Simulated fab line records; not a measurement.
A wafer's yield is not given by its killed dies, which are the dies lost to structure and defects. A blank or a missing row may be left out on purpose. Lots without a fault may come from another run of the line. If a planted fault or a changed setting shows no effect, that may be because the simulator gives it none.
Chamber matching || flow n5_finfet || N5_GATE_CUT_SAC_CAP_01 on ald_sin-01 has 4 sister chambers
The step material SiNx, target thk 24 nm, pulse time 1 s, ald cycles 480. 8 wafers are shown with their chamber, then 7 later ones without.

EACH WAFER AND ITS CHAMBER
{"wafer": "L081.4", "chamber": 3, "heater_power_w (W)": 763, "precursor_pulse_height_rel": 0.970}
{"wafer": "L082.2", "chamber": 3, "heater_power_w (W)": 795, "precursor_pulse_height_rel": 1.011}
{"wafer": "L082.6", "chamber": 1, "heater_power_w (W)": 859, "precursor_pulse_height_rel": 0.989}
{"wafer": "L084.1", "chamber": 1, "heater_power_w (W)": 838, "precursor_pulse_height_rel": 0.981}
{"wafer": "L084.3", "chamber": 2, "heater_power_w (W)": 816, "precursor_pulse_height_rel": 0.979}
{"wafer": "L084.6", "chamber": 0, "heater_power_w (W)": 666, "precursor_pulse_height_rel": 0.975}
{"wafer": "L087.1", "chamber": 0, "heater_power_w (W)": 659, "precursor_pulse_height_rel": 1.020}
{"wafer": "L087.2", "chamber": 2, "heater_power_w (W)": 867, "precursor_pulse_height_rel": 0.950}

WAFERS WITHOUT THEIR CHAMBER
{"wafer": "L087.3", "heater_power_w (W)": 783, "precursor_pulse_height_rel": 1.026}
{"wafer": "L088.1", "heater_power_w (W)": 848, "precursor_pulse_height_rel": 0.986}
{"wafer": "L088.4", "heater_power_w (W)": 846, "precursor_pulse_height_rel": 0.993}
{"wafer": "L088.5", "heater_power_w (W)": 771, "precursor_pulse_height_rel": 1.004}
{"wafer": "L095.1", "heater_power_w (W)": 857, "precursor_pulse_height_rel": 1.001}
{"wafer": "L095.2", "heater_power_w (W)": 676, "precursor_pulse_height_rel": 1.015}
{"wafer": "L095.4", "heater_power_w (W)": 860, "precursor_pulse_height_rel": 0.979}

CHAMBER TAKEN BY EACH
{"wafer": "L087.3", "from the rows above": "can't be placed: 3 or 1", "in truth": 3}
{"wafer": "L088.1", "from the rows above": "can't be placed: 1 or 2", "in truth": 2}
{"wafer": "L088.4", "from the rows above": "can't be placed: 1 or 2", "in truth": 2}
{"wafer": "L088.5", "from the rows above": 3, "in truth": 3}
{"wafer": "L095.1", "from the rows above": "can't be placed: 1 or 2", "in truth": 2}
{"wafer": "L095.2", "from the rows above": 0, "in truth": 0}
{"wafer": "L095.4", "from the rows above": "can't be placed: 1 or 2", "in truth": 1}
Correctly placed: 2 of 7. These rows do not allow placing 5 (true chamber among the candidates in 5). Placed wrongly: 0.
How it was worked out, from the rows above alone: a wafer's distance from a chamber is the root of the sum, over the readings, of the square of ((its reading less the chamber's mean) divided by the reading's scatter). If the next closest chamber is less than 2 further off than the closest, the wafer can't be placed; otherwise it belongs to the closest. For every chamber, the mean is computed from those of its wafers that are shown. How the scatter is found: for the shown wafers, subtract from each reading the mean of its chamber, square and add these, divide the total by (wafers less chambers), then take the root.
